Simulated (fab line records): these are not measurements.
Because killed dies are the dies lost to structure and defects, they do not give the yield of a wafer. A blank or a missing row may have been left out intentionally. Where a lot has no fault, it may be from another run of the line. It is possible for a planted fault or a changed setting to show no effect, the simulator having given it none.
Split-lot experiment :: flow n5 finfet :: 39 wafers read from 7 lots, route of 1938 steps

SPLIT DETAILS
At N5_BEOL_M0_SAQP_MANDREL_ETCH_20 (etches a-Si in HBr/Cl2, stops on SiNx, target depth 60 nm, bt time 10 s, time 30 s), the setting target depth a was moved away from the recipe's 600 angstrom on 6 of the 39 wafers read, by -37.8% to +18.9%. For the rest of the wafers, this setting stayed at what the recipe calls for.

Reading taken at the split's own step.

THE READING
oes product au, in a.u., at N5_BEOL_M0_SAQP_MANDREL_ETCH_20 (etches a-Si in HBr/Cl2, stops on SiNx, target depth 60 nm, bt time 10 s, time 30 s). Fault-free wafers of this fab line usually give 0.775 a.u., standard deviation 0.011 a.u.

wafer: L078.1
tool, chamber at the split: rie si-06, 1
target depth a as run, angstrom: 600
against the recipe: recipe
oes product au, a.u.: 0.768
against lot-mates on the recipe: -

wafer: L078.2
tool, chamber at the split: rie si-06, 0
target depth a as run, angstrom: 600
against the recipe: recipe
oes product au, a.u.: 0.759
against lot-mates on the recipe: -

wafer: L078.3
tool, chamber at the split: rie si-06, 3
target depth a as run, angstrom: 600
against the recipe: recipe
oes product au, a.u.: 0.754
against lot-mates on the recipe: -

wafer: L078.4
tool, chamber at the split: rie si-06, 2
target depth a as run, angstrom: 600
against the recipe: recipe
oes product au, a.u.: 0.784
against lot-mates on the recipe: -

wafer: L078.5
tool, chamber at the split: rie si-06, 0
target depth a as run, angstrom: 600
against the recipe: recipe
oes product au, a.u.: 0.765
against lot-mates on the recipe: -

wafer: L078.6
tool, chamber at the split: rie si-06, 1
target depth a as run, angstrom: 600
against the recipe: recipe
oes product au, a.u.: 0.778
against lot-mates on the recipe: -

wafer: L080.2
tool, chamber at the split: rie si-03, 0
target depth a as run, angstrom: 600
against the recipe: recipe
oes product au, a.u.: 0.769
against lot-mates on the recipe: -

wafer: L080.4
tool, chamber at the split: rie si-03, 2
target depth a as run, angstrom: 600
against the recipe: recipe
oes product au, a.u.: 0.794
against lot-mates on the recipe: -

wafer: L080.6
tool, chamber at the split: rie si-03, 1
target depth a as run, angstrom: 600
against the recipe: recipe
oes product au, a.u.: 0.776
against lot-mates on the recipe: -

wafer: L081.1
tool, chamber at the split: rie si-03, 1
target depth a as run, angstrom: 713.3
against the recipe: +18.9%
oes product au, a.u.: 0.702
against lot-mates on the recipe: -0.081

wafer: L081.2
tool, chamber at the split: rie si-03, 2
target depth a as run, angstrom: 713.3
against the recipe: +18.9%
oes product au, a.u.: 0.717
against lot-mates on the recipe: -0.066

wafer: L081.3
tool, chamber at the split: rie si-03, 3
target depth a as run, angstrom: 600
against the recipe: recipe
oes product au, a.u.: 0.783
against lot-mates on the recipe: -

wafer: L081.4
tool, chamber at the split: rie si-03, 0
target depth a as run, angstrom: 600
against the recipe: recipe
oes product au, a.u.: 0.785
against lot-mates on the recipe: -

wafer: L081.5
tool, chamber at the split: rie si-03, 3
target depth a as run, angstrom: 713.3
against the recipe: +18.9%
oes product au, a.u.: 0.712
against lot-mates on the recipe: -0.071

wafer: L081.6
tool, chamber at the split: rie si-03, 0
target depth a as run, angstrom: 600
against the recipe: recipe
oes product au, a.u.: 0.780
against lot-mates on the recipe: -

wafer: L084.1
tool, chamber at the split: rie si-06, 3
target depth a as run, angstrom: 373.3
against the recipe: -37.8%
oes product au, a.u.: 0.973
against lot-mates on the recipe: +0.212

wafer: L084.2
tool, chamber at the split: rie si-06, 1
target depth a as run, angstrom: 600
against the recipe: recipe
oes product au, a.u.: 0.769
against lot-mates on the recipe: -

wafer: L084.3
tool, chamber at the split: rie si-06, 0
target depth a as run, angstrom: 600
against the recipe: recipe
oes product au, a.u.: 0.759
against lot-mates on the recipe: -

wafer: L084.4
tool, chamber at the split: rie si-06, 2
target depth a as run, angstrom: 373.3
against the recipe: -37.8%
oes product au, a.u.: 1.009
against lot-mates on the recipe: +0.248

wafer: L084.5
tool, chamber at the split: rie si-06, 3
target depth a as run, angstrom: 600
against the recipe: recipe
oes product au, a.u.: 0.754
against lot-mates on the recipe: -

wafer: L084.6
tool, chamber at the split: rie si-06, 2
target depth a as run, angstrom: 373.3
against the recipe: -37.8%
oes product au, a.u.: 1.014
against lot-mates on the recipe: +0.253

wafer: L085.1
tool, chamber at the split: rie si-03, 2
target depth a as run, angstrom: 600
against the recipe: recipe
oes product au, a.u.: 0.783
against lot-mates on the recipe: -

wafer: L085.2
tool, chamber at the split: rie si-03, 3
target depth a as run, angstrom: 600
against the recipe: recipe
oes product au, a.u.: 0.771
against lot-mates on the recipe: -

wafer: L085.3
tool, chamber at the split: rie si-03, 1
target depth a as run, angstrom: 600
against the recipe: recipe
oes product au, a.u.: 0.783
against lot-mates on the recipe: -

wafer: L085.4
tool, chamber at the split: rie si-03, 0
target depth a as run, angstrom: 600
against the recipe: recipe
oes product au, a.u.: 0.771
against lot-mates on the recipe: -

wafer: L085.5
tool, chamber at the split: rie si-03, 3
target depth a as run, angstrom: 600
against the recipe: recipe
oes product au, a.u.: 0.786
against lot-mates on the recipe: -

wafer: L085.6
tool, chamber at the split: rie si-03, 2
target depth a as run, angstrom: 600
against the recipe: recipe
oes product au, a.u.: 0.798
against lot-mates on the recipe: -

wafer: L088.1
tool, chamber at the split: rie si-03, 1
target depth a as run, angstrom: 600
against the recipe: recipe
oes product au, a.u.: 0.767
against lot-mates on the recipe: -

wafer: L088.2
tool, chamber at the split: rie si-03, 3
target depth a as run, angstrom: 600
against the recipe: recipe
oes product au, a.u.: 0.776
against lot-mates on the recipe: -

wafer: L088.3
tool, chamber at the split: rie si-03, 0
target depth a as run, angstrom: 600
against the recipe: recipe
oes product au, a.u.: 0.779
against lot-mates on the recipe: -

wafer: L088.4
tool, chamber at the split: rie si-03, 1
target depth a as run, angstrom: 600
against the recipe: recipe
oes product au, a.u.: 0.781
against lot-mates on the recipe: -

wafer: L088.5
tool, chamber at the split: rie si-03, 3
target depth a as run, angstrom: 600
against the recipe: recipe
oes product au, a.u.: 0.788
against lot-mates on the recipe: -

wafer: L088.6
tool, chamber at the split: rie si-03, 0
target depth a as run, angstrom: 600
against the recipe: recipe
oes product au, a.u.: 0.788
against lot-mates on the recipe: -

wafer: L091.1
tool, chamber at the split: rie si-06, 3
target depth a as run, angstrom: 600
against the recipe: recipe
oes product au, a.u.: 0.753
against lot-mates on the recipe: -

wafer: L091.2
tool, chamber at the split: rie si-06, 1
target depth a as run, angstrom: 600
against the recipe: recipe
oes product au, a.u.: 0.780
against lot-mates on the recipe: -

wafer: L091.3
tool, chamber at the split: rie si-06, 0
target depth a as run, angstrom: 600
against the recipe: recipe
oes product au, a.u.: 0.773
against lot-mates on the recipe: -

wafer: L091.4
tool, chamber at the split: rie si-06, 2
target depth a as run, angstrom: 600
against the recipe: recipe
oes product au, a.u.: 0.787
against lot-mates on the recipe: -

wafer: L091.5
tool, chamber at the split: rie si-06, 3
target depth a as run, angstrom: 600
against the recipe: recipe
oes product au, a.u.: 0.756
against lot-mates on the recipe: -

wafer: L091.6
tool, chamber at the split: rie si-06, 2
target depth a as run, angstrom: 600
against the recipe: recipe
oes product au, a.u.: 0.798
against lot-mates on the recipe: -

THE FIT
A straight line over all 39 wafers: oes product au changes by -0.00537 a.u. for each +1% of target depth a; r = -0.97; the points scatter about the line by 0.017 a.u.
The same after taking each lot's own level away (the mean of its wafers on the recipe; 39 wafers): -0.00576 a.u. for each +1%; r = -0.97; scatter 0.016 a.u.
According to that fit, moving target depth a by its largest amount changes the reading by 0.22 a.u.
Across the lots, their own levels run from 0.7607 to 0.7827 a.u., a range of 2.0 times the standard deviation given above.
Consequently the slope shifts little with the lot-to-lot level, the two slopes agreeing.
Check: +0.226 a.u. against its lot-mates is what the line predicts for one of the wafers moved furthest among these (-37.8%) when that wafer is left out of the fit. Against them it came out at +0.212 a.u.
Tool readings at the split's step, against how far the setting was moved: oes product au r = -0.97.

THE OTHER SPLITS THESE WAFERS WENT THROUGH
Note: prior to the reading, these wafers also went through further splits. Each is held against what the fit with the lots' levels taken away leaves over:
other split on the same wafers: N5_FIN_SAQP_HM_DEP_03 target thk a
wafers away from the commonest value: 9
r with oes product au (lot level and that fit taken away): -0.02

other split on the same wafers: N5_HKMG_FIN_ALD_91 ald cycles
wafers away from the commonest value: 18
r with oes product au (lot level and that fit taken away): -0.15

THE WHOLE CHAIN: every reading that the file lists as answering this split, in the file's order
step: N5_BEOL_M0_SAQP_MANDREL_ETCH_20
what it does: etches a-Si in HBr/Cl2, stops on SiNx, target depth 60 nm, bt time 10 s, time 30 s
reading: oes product au
change (the file's fit): -0.0058 a.u. for each +1% of the setting
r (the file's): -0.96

step: N5_BEOL_M0_SAQP_MANDREL_ETCH_20
what it does: etches a-Si in HBr/Cl2, stops on SiNx, target depth 60 nm, bt time 10 s, time 30 s
reading: SOC_of_BEOL_M0_SAQP_COAT_81.thk nm (the simulator's own value, which no gauge read)
change (the file's fit): -0.234 nm for each +1% of the setting
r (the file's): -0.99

step: N5_BEOL_M0_SAQP_MANDREL_ETCH_20
what it does: etches a-Si in HBr/Cl2, stops on SiNx, target depth 60 nm, bt time 10 s, time 30 s
reading: SiNx_of_BEOL_M0_SAQP_PECVD_97.thk nm (the simulator's own value, which no gauge read)
change (the file's fit): -0.0692 nm for each +1% of the setting
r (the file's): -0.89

step: N5_BEOL_M0_SAQP_ETCH_106
what it does: etches SOC in N2/H2, stops on SiNx, target depth 150 nm
reading: SiNx_of_BEOL_M0_SAQP_PECVD_97.thk nm (the simulator's own value, which no gauge read)
change (the file's fit): -0.0678 nm for each +1% of the setting
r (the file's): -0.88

THE FILE'S OWN FIT
oes product au changes by -0.0058 a.u. for each +1% of target depth a, r = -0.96.
